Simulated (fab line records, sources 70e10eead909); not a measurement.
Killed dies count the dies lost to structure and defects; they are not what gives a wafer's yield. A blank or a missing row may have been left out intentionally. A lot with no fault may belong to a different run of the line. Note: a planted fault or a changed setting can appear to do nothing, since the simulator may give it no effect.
Struck lot and sound lot, side by side || flow nand_harc || 15 out of 1159 route steps
Sound: wafers L902.1, L902.2, L902.6. Struck: wafer L904.4 (L904.5, L904.6, from the same lot, were not struck and are left out); the cause is given at the end.
For every step that has rows: the tool of each side, followed by ch and its chambers, followed by its first start. Under that, the readings that differ: sound wafers || struck wafers || difference of the means || sigmas: that difference in standard deviations of wafers without a fault.
alike: readings with means less than 2 such deviations apart, plus words and numbers identical on both sides. not compared: withheld readings, readings lacking a value on some wafer, bounds such as >300 that could conceal the same value, and numbers that have no deviation in the record and whose values overlap.
Wherever a step has rows on one side only, a row that says differs or no value, or a row with sigmas, the two part there. Numbers that don't overlap but have no deviation are shown without sigmas and don't part them. A reading missing from all wafers of one side parts the sides only when that side holds two or more wafers.

first, 6 steps without rows for these wafers: NHARC_A_CONTACT_COAT_36 (resist thk 90 nm); NHARC_A_CONTACT_SOFTBAKE_37 (time 55 s); NHARC_A_CONTACT_EBR_38; NHARC_A_CONTACT_EXPOSE_39 (exposes mask A CC 3); NHARC_A_CONTACT_PEB_40 (peb time 65 s); NHARC_A_CONTACT_DEVELOP_41 (develop time 35 s).
NHARC_A_CONTACT_CD_MEAS_42: the cd target is 200 nm.
  sound on cd_sem-03 ch 0, day 18 17:17; struck on cd_sem-01 ch 0, day 19 16:32
  alike: cd_nm
NHARC_A_CONTACT_OVL_MEAS_43:
  sound on overlay-01, day 18 17:22; struck on overlay-01, day 19 16:37
  alike: overlay_x_nm, overlay_y_nm
NHARC_A_CONTACT_INSPECT_44:
  sound on defect_inspect-01, day 18 17:25; struck on defect_inspect-01, day 19 16:40
  alike: raw_defect_count
NHARC_A_CONTACT_DESCUM_47: chemistry O2, time 3 s.
  sound on rie_diel-04 ch 0,2, day 18 17:28; struck on rie_diel-06 ch 2, day 19 16:46
{"reading": "showerhead_plenum_p_Torr (Torr)", "sound": "1.95 2.04 1.95", "struck": 1.78, "difference": -0.20, "sigmas": -2}
  alike: drypump_motor_current_A, o2_flow_sccm, oes_product_au, rf_vpp_V, throttle_valve_pct
  not compared: rf_hours_counter_h
NHARC_A_CONTACT_ETCH_48: etches the open film in CF4, target depth 39 nm, time 65 s.
  sound on rie_diel-04 ch 0,1,2, day 18 17:34; struck on rie_diel-06 ch 2, day 19 16:50
  alike: drypump_motor_current_A, oes_product_au, rf_vpp_V, showerhead_plenum_p_Torr, throttle_valve_pct
  not compared: rf_hours_counter_h
NHARC_A_CONTACT_ETCH_49: etches the open film in N2/H2, target depth 260 nm, time 475.3 s.
  sound on rie_diel-04 ch 0,1,2; struck on rie_diel-06 ch 3
  alike: drypump_motor_current_A, oes_product_au, rf_vpp_V, showerhead_plenum_p_Torr, throttle_valve_pct
  not compared: rf_hours_counter_h
NHARC_A_CONTACT_ETCH_50: etches the open film in CF4/CHF3, target depth 84.7 nm, time 42.4 s.
  sound on rie_diel-04 ch 1,2, day 18 18:41; struck on rie_diel-06 ch 0, day 19 17:16
{"reading": "oes_product_au (a.u.)", "sound": "0.923 0.934 0.934", "struck": 0.838, "difference": -0.092, "sigmas": -5}
{"reading": "rf_vpp_V (V)", "sound": "373.0 367.4 369.8", "struck": 375.4, "difference": "+5.3", "sigmas": "+2"}
  alike: drypump_motor_current_A, showerhead_plenum_p_Torr, throttle_valve_pct
  not compared: rf_hours_counter_h
NHARC_A_CONTACT_ETCH_51: etches the open film in O2/COS, target depth 3600 nm, time 936 s.
  sound on rie_diel-04 ch 1,2; struck on rie_diel-06 ch 2
{"reading": "rf_vpp_V (V)", "sound": "313.1 317.0 317.8", "struck": 310.2, "difference": -5.8, "sigmas": -3}
{"reading": "showerhead_plenum_p_Torr (Torr)", "sound": "3.06 3.32 3.32", "struck": 2.92, "difference": -0.31, "sigmas": -2}
  alike: drypump_motor_current_A, o2_flow_sccm, oes_product_au, throttle_valve_pct
  not compared: rf_hours_counter_h
-- jump in the record: it breaks off in module A_CONTACT and resumes in module END (first step shown: number 1159 of the route), and 3 days separate the struck wafers' starts before and after --
NHARC_END_SORT_01:
  here the record holds rows for the struck wafers (prober-02 ch 0, day 22 16:08) but none for the sound ones

== WHERE THEY PART ==
Last at NHARC_END_SORT_01 as far as this record goes, first at NHARC_A_CONTACT_DESCUM_47.

WHY: what the simulator had put in
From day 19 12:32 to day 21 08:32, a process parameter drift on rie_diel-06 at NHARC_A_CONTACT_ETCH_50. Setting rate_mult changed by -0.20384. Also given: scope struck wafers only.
